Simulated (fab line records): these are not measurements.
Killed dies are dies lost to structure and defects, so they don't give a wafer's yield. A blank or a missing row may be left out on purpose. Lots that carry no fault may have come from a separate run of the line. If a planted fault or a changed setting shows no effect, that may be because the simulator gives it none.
Struck lot and sound lot, side by side | flow n5-finfet | 35 steps out of a route of 1938
Sound: these wafers, L308.1, L308.3, L308.4. The struck wafers were L318.1, L318.4, L318.5. The cause is named last.
Order at every step that has rows: each side's tool, ch and its chambers, its first start. Under that, the readings that differ: sound wafers | struck wafers | difference of the means | sigmas: that difference in standard deviations of wafers without a fault.
alike: readings whose means differ by less than 2 such deviations, and words and numbers that are the same on both sides. not compared: withheld readings, readings that some wafer has no value for, bounds like >300 that may hide the same value, and numbers for which the record gives no deviation and whose values overlap.
Wherever a step has rows on one side only, a row that says differs or no value, or a row with sigmas, the two part there. Non-overlapping numbers with no deviation appear without sigmas and do not part them. A reading that every wafer of one side lacks parts them only if that side has two wafers or more.

first, 11 steps without rows for these wafers: N5_BEOL_M6_HM_STRIP_39 (strips TiN in peroxide tin strip, target depth 25 nm, time 158 s); N5_BEOL_M6_SRD_40 (time 30 s); N5_BEOL_M6_PRECLEAN_42 (cleans in residue remover, time 60 s); N5_BEOL_M6_SRD_43 (time 30 s); N5_BEOL_M6_CURE_75 (cures SiCOH lowk, time 120 s); N5_BEOL_M6_DEGAS_44 (time 60 s); N5_BEOL_M6_PRE_CLEAN_45 (time 30 s); N5_BEOL_M6_ALD_77 (deposits TaN, target thk 2 nm, pulse time 2 s, purge time 3 s); N5_BEOL_M6_SURFACE_TREAT_79; N5_BEOL_M6_CVD_78 (deposits Co from CCTBA/H2, target thk 2 nm, time 142.3 s); N5_BEOL_M6_SPUTTER_48 (material Cu, target thk 10 nm, time 1.667 s).
N5_BEOL_M6_ECD_50: material Cu, target thk 300 nm.
  sound on ecd-cu-01 ch 0,1, day 9 06:29; struck on ecd-cu-01 ch 0,1, day 13 07:56
then, 22 steps without rows for these wafers: N5_BEOL_M6_ANNEAL_51 (time 90 s); N5_BEOL_M6_CMP_52 (polishes, stops on SiCOH lowk, t overpolish 6.9 s, target thk 80 nm); N5_BEOL_M6_PRE_CLEAN_55 (time 15 s); N5_BEOL_M6_DEP_56 (deposits SiCN from 3MS/NH3, target thk 10 nm, time 17.5 s); N5_BEOL_M7_ILD_DEP_00 (deposits SiCOH lowk from DEMS/porogen, target thk 179.75 nm, time 33.4 s); N5_BEOL_M7_CURE_74 (cures SiCOH lowk, time 240 s); N5_BEOL_M7_PECVD_70 (deposits SiO2 from TEOS/O2, target thk 20 nm, time 22.7 s); N5_BEOL_M7_HM_DEP_02 (deposits TiN, target thk 20 nm); N5_BEOL_M7_COAT_59 (time 60 s, resist thk 100 nm); N5_BEOL_M7_COAT_60 (time 60 s, resist thk 35 nm); N5_BEOL_M7_COAT_05 (resist thk 90 nm); N5_BEOL_M7_EBR_07; N5_BEOL_M7_SOFTBAKE_06 (time 60 s); N5_BEOL_M7_EXPOSE_08 (exposes mask M7); N5_BEOL_M7_PEB_09 (peb time 60 s); N5_BEOL_M7_DEVELOP_10 (develop time 30 s); N5_BEOL_M7_DESCUM_16 (chemistry O2, time 7.9 s); N5_BEOL_M7_ETCH_61 (etches SiARC in CF4, target depth 45.5 nm, time 75.8 s); N5_BEOL_M7_ETCH_62 (etches SOC in N2/H2, target depth 110 nm, overetch 22 nm, time 165 s); N5_BEOL_M7_STRIP_68 (strips in N2/H2); N5_BEOL_M7_STRIP_67 (strips in CF4); N5_BEOL_M7_HM_OPEN_17 (chemistry Cl2/BCl3, target TiN, target depth 20 nm, overetch 6 nm).
-- here the record skips 3 days between the struck wafers' starts before and after, leaving off in module BEOL_M7 and picking up in module PASSIVATION (first step shown: number 1936 of the route) --
N5_PASSIVATION_PROBE_49:
  sound: prober-02 at day 13 12:52; struck: prober-02 at day 16 16:55
  reading                  | sound          | struck         | difference | sigmas
  defect-limited-yield (%) | 92.8 91.8 90.4 | 71.9 66.0 70.6 | -22.2      | -17
  killed_at_M4_up          | 8 32 14        | 257 307 270    | +260       | +43
  killed-dies              | 85 97 113      | 331 401 347    | +261       | +16
  killed-on-rim            | 15 7 18        | 45 34 41       | +27        | +7
  sort_bin_5_function (%)  | 4.6 4.6 4.6    | 17.1 19.9 17.2 | +13.5      | +16
  sort_bin_6_memory (%)    | 2.4 3.1 4.6    | 10.0 13.0 10.9 | +7.9       | +12
  sort-n-pass              | 1095 1083 1058 | 849 779 833    | -258       | -16
  sort-yield-pct (%)       | 92.8 91.8 89.7 | 71.9 66.0 70.6 | -21.9      | -16
  alike: killed_at_M0_to_M3, killed-at-contacts, killed-at-front-end, killed-at-other, killed-open, killed-short, sort_bin_8_speed

## WHERE THEY PART
Within this record, at N5_PASSIVATION_PROBE_49 only.

WHY: whatever the simulator had introduced
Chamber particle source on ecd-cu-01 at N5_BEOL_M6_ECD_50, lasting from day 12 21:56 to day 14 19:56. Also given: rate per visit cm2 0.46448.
